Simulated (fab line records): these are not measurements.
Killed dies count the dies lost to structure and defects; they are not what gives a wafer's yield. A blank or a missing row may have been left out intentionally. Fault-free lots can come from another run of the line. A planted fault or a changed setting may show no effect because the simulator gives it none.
Matching of chambers ; flow nand-harc ; rie-diel-10 running NHARC_A_STAIRCASE_DESCUM_443: 4 sister chambers
The step chemistry O2, time 3 s. 24 wafers are shown with their chamber, then 12 later ones without.

== WAFERS PAIRED WITH THEIR CHAMBERS ==
wafer;chamber;showerhead-plenum-p-Torr (Torr);drypump-motor-current-A (A);oes-product-au (a.u.)
L074.1;2;1.79;5.6;1.018
L074.2;1;1.93;5.3;0.996
L074.4;3;1.82;5.4;1.013
L079.2;2;1.79;5.5;1.017
L079.4;1;1.93;5.3;1.002
L079.6;3;1.81;5.4;1.001
L082.1;2;1.79;5.6;1.027
L082.3;3;1.81;5.5;1.015
L082.5;0;1.83;5.5;1.021
L086.1;0;1.82;5.5;1.012
L086.2;3;1.81;5.4;1.003
L086.6;1;1.92;5.3;0.995
L087.1;1;1.92;5.3;0.988
L087.2;0;1.82;5.5;1.004
L087.4;2;1.78;5.6;1.012
L085.3;3;1.81;5.4;1.007
L085.5;0;1.82;5.5;1.007
L085.6;1;1.92;5.3;0.995
L084.2;3;1.81;5.4;1.009
L084.4;0;1.82;5.5;1.011
L084.6;3;1.81;5.4;1.009
L088.2;2;1.78;5.5;1.036
L088.5;2;1.78;5.6;1.028
L088.6;3;1.80;5.4;1.013

SIGNATURES, as means of the wafers listed above
reading;chamber 0;chamber 1;chamber 2;chamber 3;scatter within a chamber
showerhead-plenum-p-Torr;1.8220;1.9240;1.7850;1.8100;0.00524
drypump-motor-current-A;5.500;5.300;5.567;5.413;0.0332
oes-product-au;1.01100;0.99520;1.02300;1.00875;0.00644
Rule: distance of a wafer from a chamber = root of the sum over the readings of ((wafer's reading minus chamber's mean) / reading's scatter) squared. If the next closest chamber is less than 2 further off than the closest, the wafer can't be placed; otherwise it belongs to the closest. The scatter is the square root of a quotient: the sum, over the shown wafers, of each reading's squared deviation from its chamber's mean, divided by wafers minus chambers.

== WAFERS MISSING THEIR CHAMBER ==
wafer;showerhead-plenum-p-Torr (Torr);drypump-motor-current-A (A);oes-product-au (a.u.)
L090.3;1.91;5.3;0.997
L090.5;1.91;5.3;0.994
L090.6;1.82;5.5;1.008
L093.4;1.80;5.4;0.999
L093.5;2.08;5.6;0.996
L093.6;1.91;5.3;0.976
L096.1;1.79;5.4;1.012
L096.2;1.81;5.5;0.997
L096.6;1.91;5.3;0.984
L097.3;1.79;5.4;1.009
L097.4;1.81;5.5;0.989
L097.5;1.91;5.3;0.985

== THE CHAMBER EACH PASSED THROUGH ==
wafer;from the rows above;in truth
L090.3;1;1
L090.5;1;1
L090.6;0;0
L093.4;3;3
L093.5;1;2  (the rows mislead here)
L093.6;1;1
L096.1;can't be placed: 3 or 2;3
L096.2;can't be placed: 0 or 3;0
L096.6;1;1
L097.3;can't be placed: 3 or 2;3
L097.4;can't be placed: 3 or 0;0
L097.5;1;1
7 of 12 placed correctly. Not placeable from these rows: 4 (in 4, the candidates include the true chamber). Number placed wrongly: 1.
